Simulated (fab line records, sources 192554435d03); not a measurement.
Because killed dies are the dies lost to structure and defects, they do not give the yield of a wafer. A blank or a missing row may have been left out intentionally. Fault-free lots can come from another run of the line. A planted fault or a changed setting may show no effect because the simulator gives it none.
Matching of chambers    flow n5_finfet    4 sister chambers for N5_BEOL_M0_SAQP_ALD_48 on ald_sin-04
The step deposits SiO2, target thk 20 nm, pulse time 1 s, co reactant pulse time 1 s. 14 wafers are shown with their chamber, then 7 later ones without.

WAFERS, EACH WITH ITS CHAMBER
wafer   chamber  heater_power_w (W)  precursor_pulse_height_rel
L211.2  0        81                  0.991
L211.5  2        91                  0.981
L211.6  3        84                  0.997
L212.1  3        86                  0.978
L212.2  0        77                  0.969
L212.4  1        82                  1.015
L214.3  3        88                  1.023
L214.4  2        90                  0.996
L214.6  3        89                  1.019
L215.1  0        80                  0.998
L215.2  1        78                  0.984
L215.6  3        86                  1.000
L217.1  0        80                  0.978
L217.4  2        90                  1.005

SIGNATURES (averages over the wafers above)
reading                     chamber 0  chamber 1  chamber 2  chamber 3  scatter within a chamber
heater_power_w              79.50      80.00      90.33      86.60      1.81
precursor_pulse_height_rel  0.98400    0.99950    0.99400    1.00340    0.0161
Rule: a wafer lies at a distance from a chamber equal to the root of the sum of squares, over the readings, of (its reading less the chamber's mean, divided by the reading's scatter). If the next closest chamber is less than 2 further off than the closest, the wafer can't be placed; otherwise it belongs to the closest. The scatter: take each reading less its chamber's mean, square it, sum over the shown wafers, divide by the number of wafers less the number of chambers, and take the root.

WAFERS WHOSE CHAMBER IS MISSING
wafer   heater_power_w (W)  precursor_pulse_height_rel
L217.6  85                  0.987
L227.2  80                  0.981
L227.3  87                  0.999
L227.4  91                  0.989
L228.1  89                  1.016
L228.3  78                  1.026
L228.4  93                  0.995

CHAMBER TAKEN BY EACH
wafer   from the rows above                in truth
L217.6  can't be placed: 3 or 1 or 2 or 0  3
L227.2  can't be placed: 0 or 1            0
L227.3  can't be placed: 3 or 2            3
L227.4  2                                  2
L228.1  can't be placed: 3 or 2            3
L228.3  can't be placed: 1 or 0            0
L228.4  2                                  2
Correct placement for 2 of the 7. From these rows, 5 cannot be placed; in 5 the true chamber is one of the candidates. Number placed wrongly: 0.
